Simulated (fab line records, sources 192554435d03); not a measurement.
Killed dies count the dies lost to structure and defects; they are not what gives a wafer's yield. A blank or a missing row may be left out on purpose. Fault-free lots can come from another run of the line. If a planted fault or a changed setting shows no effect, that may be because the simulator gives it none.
Chamber matching    flow n5 finfet    4 sister chambers for N5_PASSIVATION_DESCUM_46 on rie diel-06
The step chemistry O2, time 7.9 s. 20 wafers are shown with their chamber, then 10 later ones without.

## WAFERS PAIRED WITH THEIR CHAMBERS
wafer   chamber  showerhead plenum p Torr (Torr)  throttle valve pct (%)  oes product au (a.u.)
L080.4  0        2.00                             19.87                   0.78
L080.5  3        2.09                             20.30                   0.77
L080.6  0        2.00                             19.84                   0.77
L083.1  1        2.11                             20.17                   0.90
L083.3  3        2.09                             20.31                   0.76
L083.5  2        2.08                             20.59                   0.77
L081.1  3        2.09                             20.31                   0.77
L081.2  2        2.08                             20.56                   0.77
L081.5  3        2.09                             20.31                   0.77
L084.3  3        2.09                             20.31                   0.77
L084.4  1        2.11                             20.17                   0.89
L084.5  1        2.11                             20.18                   0.90
L088.2  0        1.99                             19.87                   0.76
L088.4  1        2.11                             20.18                   0.89
L088.6  0        1.99                             19.88                   0.76
L087.1  3        2.09                             20.34                   0.75
L087.4  1        2.11                             20.18                   0.88
L087.5  0        1.99                             19.89                   0.75
L090.3  1        2.10                             20.21                   0.87
L090.5  1        2.10                             20.20                   0.87

SIGNATURES, as means of the wafers listed above
reading                   chamber 0  chamber 1  chamber 2  chamber 3  scatter within a chamber
showerhead plenum p Torr  1.9940     2.1071     2.0800     2.0900     0.00405
throttle valve pct        19.8700    20.1843    20.5750    20.3133    0.0161
oes product au            0.7640     0.8857     0.7700     0.7650     0.0107
Rule: a wafer's distance from a chamber is the root of the sum, over the readings, of the square of ((its reading less the chamber's mean) divided by the reading's scatter). The wafer belongs to the nearest chamber; if the next one is less than 2 further off, it can't be placed. The scatter: the root of (the sum of the squares of (reading less its chamber's mean) over the shown wafers, divided by (wafers less chambers)).

## WAFERS WITH NO CHAMBER GIVEN
wafer   showerhead plenum p Torr (Torr)  throttle valve pct (%)  oes product au (a.u.)
L090.6  1.99                             19.88                   0.75
L091.1  2.10                             20.20                   0.86
L091.2  1.99                             19.90                   0.76
L091.6  1.99                             19.90                   0.76
L093.2  2.10                             20.22                   0.87
L093.4  2.08                             20.34                   0.76
L093.5  1.99                             19.89                   0.75
L094.1  2.08                             20.34                   0.75
L094.2  2.08                             20.62                   0.75
L094.4  1.99                             19.89                   0.75

## CHAMBER TAKEN BY EACH
wafer   from the rows above  in truth
L090.6  0                    0
L091.1  1                    1
L091.2  0                    0
L091.6  0                    0
L093.2  1                    1
L093.4  3                    3
L093.5  0                    0
L094.1  3                    3
L094.2  2                    2
L094.4  0                    0
10 of 10 placed correctly. Number that these rows cannot place: 0. Placed wrongly: 0.
